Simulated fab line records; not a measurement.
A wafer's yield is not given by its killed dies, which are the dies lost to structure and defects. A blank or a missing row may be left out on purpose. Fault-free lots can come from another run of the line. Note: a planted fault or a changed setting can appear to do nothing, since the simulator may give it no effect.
fab line records | flow nand-harc
record: lots: 13 | wafers: 37 | last-day: 34
route steps=1302 shown P_GATE@122 END@1302
lots that met no fault: taken from a fault-free run of the same line
start-h: start of the lot's first displayed wafer, in hours after the record's first day | wait-h: hours from the lot's prior step to this one | " as in the row above | L1.1+2: a single row standing in for several wafers | - value missing, or start not given | * or withheld: withheld | < > ~ a bound
route shown NAME@n: names a module that has steps shown in the file, with the first one's number in the route | usual: the fault-free wafers' mean and standard deviation | same: alike in all rows | chamber/n: place in a boat | sites: each site's reading | _std_site: how widely they spread, as a standard deviation | _edge_site: the outer-site mean with the inner-site mean subtracted | radius-mm: how far each site lies from the wafer's centre | mask NAME#n: copy n | behind: the tool/chamber that last shaped the wafer | hold: why the lot went on hold/how many hours it stayed there/how the hold came to an end | device: which transistor (n, p or np) failed to switch | end of line: tests of these same wafers at the route's end | where a step has no rows: the recipe by itself | killed: not the wafer's yield, but the dies lost to structure and defects at the first sort | map: per-die view of a wafer (x killed, . not killed, _ where there is no die)
set.NAME: setting as actually run; set.NAME@STEP: the setting as run at that earlier step | model.NAME: the simulator's own value behind a step, which no gauge read
one table for each step of the route and one row for each wafer, over a sample of lots
services: a tool's chamber out of use, with start hour (start-h, from the record's first day; less than 0 if before it), hours out, and reason
== steps ==
step: NHARC_P_GATE_CD_MEAS_11
recipe: target-cd-nm: 1640 | landing-energy-ev: 500
usual: cd-nm: 1638.9/1.8
lot.wafer | tool      | chamber | start-h | wait-h | cd-nm
L251.2    | cd-sem-02 | 0       | 97.23   | -      | 1639.7
L251.3    | "         | 0       | "       | "      | 1640.4
L251.5    | "         | 0       | "       | "      | 1638.0
L254.1    | cd-sem-01 | 0       | 121.25  | -      | 1638.6
L254.2    | "         | 0       | "       | "      | 1637.4
L254.4    | "         | 0       | "       | "      | 1637.9
L255.2    | cd-sem-01 | 0       | 138.17  | -      | 1638.9
L255.5    | "         | 0       | "       | "      | 1637.8
L255.6    | "         | 0       | "       | "      | 1638.5
L257.1    | cd-sem-03 | 0       | 156.00  | -      | 1637.4
L257.2    | "         | 0       | "       | "      | 1638.5
L257.4    | "         | 0       | "       | "      | 1639.2
L259.1    | cd-sem-03 | 0       | 174.43  | -      | 1636.8
L259.3    | "         | 0       | "       | "      | 1639.4
L259.4    | "         | 0       | "       | "      | 1638.6
L260.1    | cd-sem-01 | 0       | 174.60  | -      | 1638.8
L260.3    | "         | 0       | "       | "      | 1640.6
L260.5    | "         | 0       | "       | "      | 1641.0
L261.3    | cd-sem-02 | 0       | 189.17  | -      | 1641.1
L261.4    | "         | 0       | "       | "      | 1638.1
L261.5    | "         | 0       | "       | "      | 1635.5
L264.1    | cd-sem-03 | 0       | 226.33  | -      | 1638.4
L264.4    | "         | 0       | "       | "      | 1642.1
L264.6    | "         | 0       | "       | "      | 1638.4
L265.3    | cd-sem-02 | 0       | 226.53  | -      | 1640.4
L265.6    | "         | 0       | "       | "      | 1638.3
L268.3    | cd-sem-03 | 0       | 259.15  | -      | 1640.5
L268.6    | "         | 0       | "       | "      | 1637.5
L270.1    | cd-sem-01 | 0       | 278.07  | -      | 1639.3
L270.3    | "         | 0       | "       | "      | 1639.6
L270.4    | "         | 0       | "       | "      | 1639.3
L272.1    | cd-sem-02 | 0       | 296.99  | -      | 1638.6
L272.3    | "         | 0       | "       | "      | 1637.0
L272.6    | "         | 0       | "       | "      | 1641.8
L273.1    | cd-sem-03 | 0       | 306.48  | -      | 1637.0
L273.2    | "         | 0       | "       | "      | 1640.4
L273.5    | "         | 0       | "       | "      | 1639.1
step: NHARC_P_GATE_OVL_MEAS_27
usual: overlay-x-nm: -0.3/0.74 | overlay-y-nm: 0.0/0.86
lot.wafer | tool       | chamber | start-h | wait-h | overlay-x-nm | overlay-y-nm
L251.2    | overlay-02 | -       | 111.67  | -      | -0.7         | 0.5
L251.3    | "          | -       | "       | "      | -0.5         | 0.0
L251.5    | "          | -       | "       | "      | -0.1         | -0.2
L254.1    | overlay-01 | -       | 136.83  | -      | 0.6          | -0.9
L254.2    | "          | -       | "       | "      | 0.7          | -0.7
L254.4    | "          | -       | "       | "      | 0.0          | -0.7
L255.2    | overlay-01 | -       | 152.04  | -      | -1.5         | -0.6
L255.5    | "          | -       | "       | "      | -1.3         | -0.8
L255.6    | "          | -       | "       | "      | -0.8         | -0.7
L257.1    | overlay-01 | -       | 173.00  | -      | 0.6          | 1.6
L257.2    | "          | -       | "       | "      | 0.8          | 1.9
L257.4    | "          | -       | "       | "      | 0.9          | 1.0
L260.1    | overlay-02 | -       | 188.60  | -      | -0.5         | -1.2
L260.3    | "          | -       | "       | "      | -0.6         | -1.4
L260.5    | "          | -       | "       | "      | -0.3         | -2.6
L259.1    | overlay-02 | -       | 188.76  | -      | 0.3          | -1.1
L259.3    | "          | -       | "       | "      | 0.4          | -0.4
L259.4    | "          | -       | "       | "      | 0.2          | -1.2
L261.3    | overlay-02 | -       | 204.92  | -      | 0.1          | 1.5
L261.4    | "          | -       | "       | "      | 0.0          | 1.0
L261.5    | "          | -       | "       | "      | 0.2          | 1.4
L264.1    | overlay-01 | -       | 241.16  | -      | 0.6          | -0.1
L264.4    | "          | -       | "       | "      | 0.5          | 0.1
L264.6    | "          | -       | "       | "      | 0.7          | 0.1
L265.3    | overlay-02 | -       | 241.42  | -      | -0.3         | -0.9
L265.6    | "          | -       | "       | "      | 0.1          | -0.4
L268.3    | overlay-02 | -       | 276.53  | -      | -0.8         | -0.2
L268.6    | "          | -       | "       | "      | -1.3         | 0.1
L270.1    | overlay-02 | -       | 295.07  | -      | -0.3         | -1.1
L270.3    | "          | -       | "       | "      | 0.3          | -0.7
L270.4    | "          | -       | "       | "      | -1.0         | -0.6
L272.1    | overlay-02 | -       | 315.26  | -      | -0.7         | 0.7
L272.3    | "          | -       | "       | "      | -0.3         | 0.2
L272.6    | "          | -       | "       | "      | -0.5         | 0.2
L273.1    | overlay-01 | -       | 323.36  | -      | -0.2         | -0.8
L273.2    | "          | -       | "       | "      | -0.9         | -0.2
L273.5    | "          | -       | "       | "      | -1.1         | 0.0
step: NHARC_P_GATE_DESCUM_31
recipe: time-s: 3 | o2-flow-sccm: 200 | ar-flow-sccm: 0 | bias-power-w: 0 | chemistry: O2
usual: drypump-motor-current-A: 5.8/0.52 | oes-product-au: 0.999/0.011 | rf-vpp-V: 58.0/0.85 | showerhead-plenum-p-Torr: 1.94/0.079 | throttle-valve-pct: 11.312/0.0088
lot.wafer | tool        | chamber | start-h | wait-h | drypump-motor-current-A | oes-product-au | rf-hours-counter-h | rf-vpp-V | showerhead-plenum-p-Torr | throttle-valve-pct
L251.2    | rie-diel-05 | 3       | 111.77  | 0.1    | 6.2                     | 1.006          | 2.4                | 58.3     | 1.83                     | 11.328
L251.3    | "           | 0       | "       | "      | 5.8                     | 0.992          | 2.5                | 59.9     | 1.96                     | 11.306
L251.5    | "           | 3       | "       | "      | 6.2                     | 0.999          | -                  | 56.5     | 1.83                     | 11.310
L254.4    | rie-diel-12 | 0       | 136.93  | 0.1    | 6.4                     | 0.995          | 3.0                | 58.6     | 2.03                     | 11.305
L254.1    | "           | 1       | "       | "      | 5.0                     | 0.989          | 2.8                | 57.1     | 1.95                     | 11.313
L254.2    | "           | 2       | "       | "      | 5.4                     | 0.995          | 2.3                | 56.4     | 1.83                     | 11.318
L255.2    | rie-diel-12 | 3       | 152.16  | 0.1    | 5.7                     | 1.007          | 2.6                | 59.3     | 2.03                     | 11.319
L255.6    | "           | 0       | "       | "      | 6.4                     | 0.988          | -                  | 59.1     | 2.03                     | 11.309
L255.5    | "           | 1       | "       | "      | 4.9                     | 0.990          | -                  | 58.2     | 1.95                     | 11.321
L257.1    | rie-diel-07 | 1       | 173.10  | 0.1    | 4.9                     | 0.982          | 2.1                | 57.4     | 2.03                     | 11.317
L257.4    | "           | 2       | "       | "      | 6.2                     | 1.018          | 2.1                | 57.6     | 1.90                     | 11.318
L257.2    | "           | 0       | "       | "      | 6.3                     | 1.014          | 2.6                | 57.4     | 1.86                     | 11.321
L260.1    | rie-diel-05 | 3       | 188.71  | 0.1    | 6.1                     | 1.012          | 7.0                | 57.7     | 1.83                     | 11.300
L260.3    | "           | 0       | "       | "      | 5.8                     | 1.005          | 6.4                | 57.8     | 1.96                     | 11.308
L260.5    | "           | 2       | "       | "      | 5.5                     | 0.998          | -                  | 57.8     | 2.03                     | 11.297
L259.4    | rie-diel-07 | 3       | 188.85  | 0.1    | 6.6                     | 0.990          | 2.6                | 56.7     | 1.88                     | 11.303
L259.1    | "           | 0       | "       | "      | 6.4                     | 1.008          | 3.8                | 57.8     | 1.86                     | 11.317
L259.3    | "           | 2       | "       | "      | 6.2                     | 1.027          | 3.0                | 58.5     | 1.90                     | 11.306
L261.3    | rie-diel-07 | 0       | 205.02  | 0.1    | 6.3                     | 1.004          | 5.5                | 57.7     | 1.86                     | 11.299
L261.4    | "           | 0       | "       | "      | 6.3                     | 1.000          | -                  | 57.4     | 1.86                     | 11.317
L261.5    | "           | 2       | "       | "      | 6.2                     | 1.024          | -                  | 59.4     | 1.90                     | 11.298
L264.4    | rie-diel-05 | 0       | 241.28  | 0.1    | 5.8                     | 0.994          | 0                  | 58.4     | 1.96                     | 11.303
L264.1    | "           | 1       | "       | "      | 5.3                     | 0.998          | 0                  | 58.5     | 2.02                     | 11.313
L264.6    | "           | 3       | "       | "      | 6.1                     | 0.990          | -                  | 56.4     | 1.83                     | 11.309
L265.3    | rie-diel-07 | 0       | 241.52  | 0.1    | 6.3                     | 1.009          | 7.3                | 57.7     | 1.86                     | 11.303
L265.6    | "           | 2       | "       | "      | 6.3                     | 1.011          | -                  | 56.9     | 1.90                     | 11.310
L268.3    | rie-diel-07 | 2       | 276.65  | 0.1    | 6.2                     | 1.007          | 8.4                | 56.9     | 1.90                     | 11.314
L268.6    | "           | 1       | "       | "      | 4.9                     | 0.983          | -                  | 56.5     | 2.03                     | 11.305
L270.3    | rie-diel-05 | 3       | 295.17  | 0.1    | 6.2                     | 0.996          | 3.0                | 56.8     | 1.83                     | 11.322
L270.4    | "           | 0       | "       | "      | 5.8                     | 0.991          | 3.2                | 58.5     | 1.96                     | 11.323
L270.1    | "           | 2       | "       | "      | 5.5                     | 1.004          | 4.1                | 57.1     | 2.03                     | 11.303
L272.3    | rie-diel-05 | 2       | 315.38  | 0.1    | 5.5                     | 0.991          | 5.5                | 59.0     | 2.03                     | 11.319
L272.1    | "           | 3       | "       | "      | 6.2                     | 1.000          | 5.1                | 57.0     | 1.83                     | 11.321
L272.6    | "           | 1       | "       | "      | 5.3                     | 0.989          | -                  | 57.8     | 2.02                     | 11.309
L273.2    | rie-diel-05 | 1       | 323.47  | 0.1    | 5.3                     | 1.010          | 7.5                | 57.6     | 2.02                     | 11.304
L273.1    | "           | 2       | "       | "      | 5.5                     | 1.002          | 6.3                | 57.2     | 2.03                     | 11.305
L273.5    | "           | 1       | "       | "      | 5.3                     | 1.022          | -                  | 58.4     | 2.02                     | 11.303
step: NHARC_P_GATE_ETCH_104
recipe: target-depth-a: 600 | time-s: withheld | cf4-flow-sccm: 100 | chf3-flow-sccm: 30 | ar-flow-sccm: 0 | rf-w: 500 | bias-w: 200 | chemistry: CF4/CHF3
usual: drypump-motor-current-A: 5.8/0.52 | oes-product-au: 0.950/0.022 | rf-vpp-V: 371.3/2.1 | showerhead-plenum-p-Torr: 1.60/0.06 | throttle-valve-pct: 16.802/0.0084
lot.wafer | tool        | chamber | start-h | wait-h | drypump-motor-current-A | oes-product-au | rf-vpp-V | showerhead-plenum-p-Torr | throttle-valve-pct
L251.2    | rie-diel-05 | 3       | 111.88  | 0.1    | 6.1                     | 0.931          | 368.7    | 1.51                     | 16.791
L251.3    | "           | 0       | "       | "      | 5.8                     | 0.920          | 371.7    | 1.61                     | 16.781
L251.5    | "           | 2       | "       | "      | 5.5                     | 0.915          | 374.1    | 1.67                     | 16.804
L254.2    | rie-diel-12 | 0       | 137.01  | 0.1    | 6.4                     | 0.954          | 372.7    | 1.66                     | 16.787
L254.4    | "           | 1       | "       | "      | 5.0                     | 0.977          | 372.9    | 1.61                     | 16.809
L254.1    | "           | 2       | "       | "      | 5.4                     | 0.984          | 368.8    | 1.51                     | 16.798
L255.2    | rie-diel-12 | 2       | 152.22  | 0.1    | 5.4                     | 0.935          | 367.1    | 1.51                     | 16.811
L255.6    | "           | 2       | "       | "      | 5.4                     | 0.935          | 368.3    | 1.51                     | 16.808
L255.5    | "           | 3       | "       | "      | 5.7                     | 0.938          | 373.1    | 1.66                     | 16.807
L257.1    | rie-diel-07 | 0       | 173.19  | 0.1    | 6.3                     | 0.976          | 368.8    | 1.53                     | 16.795
L257.2    | "           | 1       | "       | "      | 4.9                     | 0.956          | 374.2    | 1.66                     | 16.804
L257.4    | "           | 2       | "       | "      | 6.3                     | 0.982          | 371.6    | 1.57                     | 16.813
L260.3    | rie-diel-05 | 1       | 188.79  | 0.1    | 5.3                     | 0.927          | 373.7    | 1.66                     | 16.805
L260.1    | "           | 3       | "       | "      | 6.2                     | 0.952          | 367.5    | 1.51                     | 16.809
L260.5    | "           | 1       | "       | "      | 5.3                     | 0.933          | 373.3    | 1.66                     | 16.802
L259.1    | rie-diel-07 | 2       | 188.94  | 0.1    | 6.2                     | 0.944          | 370.0    | 1.57                     | 16.802
L259.4    | "           | 3       | "       | "      | 6.6                     | 0.906          | 368.9    | 1.55                     | 16.798
L259.3    | "           | 1       | "       | "      | 4.9                     | 0.916          | 373.7    | 1.66                     | 16.793
L261.3    | rie-diel-07 | 0       | 205.12  | 0.1    | 6.3                     | 0.930          | 370.2    | 1.53                     | 16.803
L261.5    | "           | 3       | "       | "      | 6.6                     | 0.916          | 371.1    | 1.55                     | 16.800
L261.4    | "           | 2       | "       | "      | 6.2                     | 0.947          | 370.1    | 1.57                     | 16.784
L264.1    | rie-diel-05 | 2       | 241.35  | 0.1    | 5.5                     | 0.960          | 372.9    | 1.66                     | 16.806
L264.4    | "           | 1       | "       | "      | 5.3                     | 0.980          | 373.8    | 1.66                     | 16.799
L264.6    | "           | 3       | "       | "      | 6.2                     | 0.951          | 368.0    | 1.51                     | 16.794
L265.3    | rie-diel-07 | 3       | 241.63  | 0.1    | 6.5                     | 0.953          | 370.8    | 1.55                     | 16.802
L265.6    | "           | 0       | "       | "      | 6.3                     | 0.655          | 368.2    | 1.53                     | 16.803
L268.3    | rie-diel-07 | 2       | 276.84  | 0.2    | 6.2                     | 0.959          | 370.9    | 1.56                     | 16.791
L268.6    | "           | 3       | "       | "      | 6.5                     | 0.640          | 370.2    | 1.55                     | 16.801
L270.4    | rie-diel-05 | 1       | 295.26  | 0.1    | 5.3                     | 0.975          | 373.0    | 1.65                     | 16.808
L270.3    | "           | 3       | "       | "      | 6.1                     | 0.954          | 368.9    | 1.51                     | 16.790
L270.1    | "           | 0       | "       | "      | 5.8                     | 0.953          | 372.1    | 1.61                     | 16.797
L272.3    | rie-diel-05 | 1       | 315.45  | 0.1    | 5.4                     | 0.930          | 372.7    | 1.65                     | 16.793
L272.1    | "           | 3       | "       | "      | 6.2                     | 0.931          | 367.3    | 1.51                     | 16.813
L272.6    | "           | 2       | "       | "      | 5.5                     | 0.931          | 374.4    | 1.66                     | 16.800
L273.1    | rie-diel-05 | 2       | 323.55  | 0.1    | 5.5                     | 0.985          | 373.9    | 1.66                     | 16.807
L273.2    | "           | 3       | "       | "      | 6.1                     | 0.975          | 368.0    | 1.51                     | 16.802
L273.5    | "           | 1       | "       | "      | 5.3                     | 0.969          | 372.9    | 1.65                     | 16.804
step: NHARC_END_SORT_01
recipe: temp-c: 25
usual: killed-at-array: 41/10 | killed-at-other: 0.8/0.91 | killed-at-periphery: 4.2/2.9 | killed-dies: 46/10 | killed-open: 3.5/2.1 | killed-short: 2.5/1.6
same: gross-dies: 677
lot.wafer | tool      | chamber | start-h | wait-h | killed-at-array | killed-at-other | killed-at-periphery | killed-dies | killed-open | killed-short
L261.3    | prober-01 | 0       | 674.39  | 3.1    | 33              | 2               | 6                   | 41          | 1           | 2
L261.4    | prober-01 | 0       | 675.19  | 3.4    | 38              | 2               | 3                   | 43          | 3           | 0
L261.5    | prober-01 | 0       | 675.98  | 3.7    | 32              | 2               | 2                   | 36          | 3           | 0
killed by level:class
L261.3 A_SLIT:chamber-film-flake=13 A_CHANNEL_HOLE_D2:chamber-film-flake=8 A_CHANNEL_HOLE_D1:chamber-film-flake=4 P_BONDPAD:chamber-film-flake=3 A_CONTACT:chamber-film-flake=3 P_STI:chamber-film-flake=2 A_CHANNEL_FILL_D1:chamber-film-flake=2 THIN_TSV:chamber-film-flake=2
L261.4 A_SLIT:chamber-film-flake=14 A_CHANNEL_HOLE_D2:chamber-film-flake=10 A_CHANNEL_FILL_D1:chamber-film-flake=5 A_WL_FILL:chamber-film-flake=3 P_BONDPAD:chamber-film-flake=2 A_CHANNEL_HOLE_D1:chamber-film-flake=2 P_CONTACT:geometric-particle:open=1 A_CHANNEL_FILL_D1:geometric-particle:open=1
L261.5 A_SLIT:chamber-film-flake=13 A_CHANNEL_HOLE_D2:chamber-film-flake=9 A_CHANNEL_HOLE_D1:chamber-film-flake=2 A_CHANNEL_FILL_D1:chamber-film-flake=2 A_WL_FILL:chamber-film-flake=2 THIN_TSV:chamber-film-flake=2 P_M0:geometric-particle:open=1 P_M1:geometric-particle:open=1
== services ==
tool        | chamber | start-h | hours | kind
rie-diel-12 | -       | 91.68   | 9.0   | pm
rie-diel-05 | 1       | 95.66   | 18.7  | repair
rie-diel-05 | 0       | 110.60  | -     | clean
rie-diel-05 | 2       | 110.60  | -     | clean
rie-diel-05 | 3       | 110.60  | -     | clean
rie-diel-07 | 0       | 115.27  | 13.6  | repair
rie-diel-07 | -       | 117.20  | 9.0   | pm
rie-diel-05 | 1       | 129.49  | 2.8   | repair
rie-diel-07 | 3       | 130.02  | 8.9   | repair
rie-diel-05 | 0       | 135.10  | -     | clean
rie-diel-12 | 3       | 137.92  | 6.4   | repair
rie-diel-12 | 3       | 180.21  | 3.2   | repair
rie-diel-05 | 0       | 180.73  | 5.1   | repair
rie-diel-07 | -       | 184.74  | 0.2   | repair
rie-diel-07 | 1       | 195.37  | 10.8  | repair
rie-diel-07 | -       | 219.17  | 0.3   | repair
rie-diel-05 | -       | 229.60  | 9.0   | pm
rie-diel-07 | 1       | 234.92  | 8.7   | repair
rie-diel-12 | 3       | 248.83  | 7.0   | repair
rie-diel-05 | -       | 266.28  | 0.5   | repair
rie-diel-12 | -       | 268.68  | 9.0   | pm
rie-diel-05 | -       | 281.97  | 0.5   | repair
rie-diel-07 | -       | 294.20  | 9.0   | pm
rie-diel-05 | 2       | 306.19  | 7.9   | repair
== key ==
first-sign: step: NHARC_P_GATE_ETCH_104 | reading: oes-product-au | direction: down | sigmas: 14 | usual: 0.950 | struck: 0.648
effect none on later readings
met-at NHARC_P_GATE_ETCH_104
struck-lots L265,L268
struck-wafers L265.6,L268.6
tester-left-out L265,L268
not-acting-at NHARC_P_GATE_CD_MEAS_11,NHARC_P_GATE_OVL_MEAS_27,NHARC_P_GATE_DESCUM_31
onset-between 205.12 241.63
fault: kind: process-parameter-drift | tool: rie-diel-07 | chamber: - | onset-h: 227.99 | steps: NHARC_P_GATE_ETCH_104 | channel: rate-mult | offset: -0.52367 | shape: step | end-h: 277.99 | scope: struck-wafers-only
tester-left-out: of these lots the tester's yield and bins aren't shown, on N5 and GAA mostly nor the transistor test; their killed dies are dies lost to structure and defects alone, not to doping, threshold or leakage, so they don't give the yield
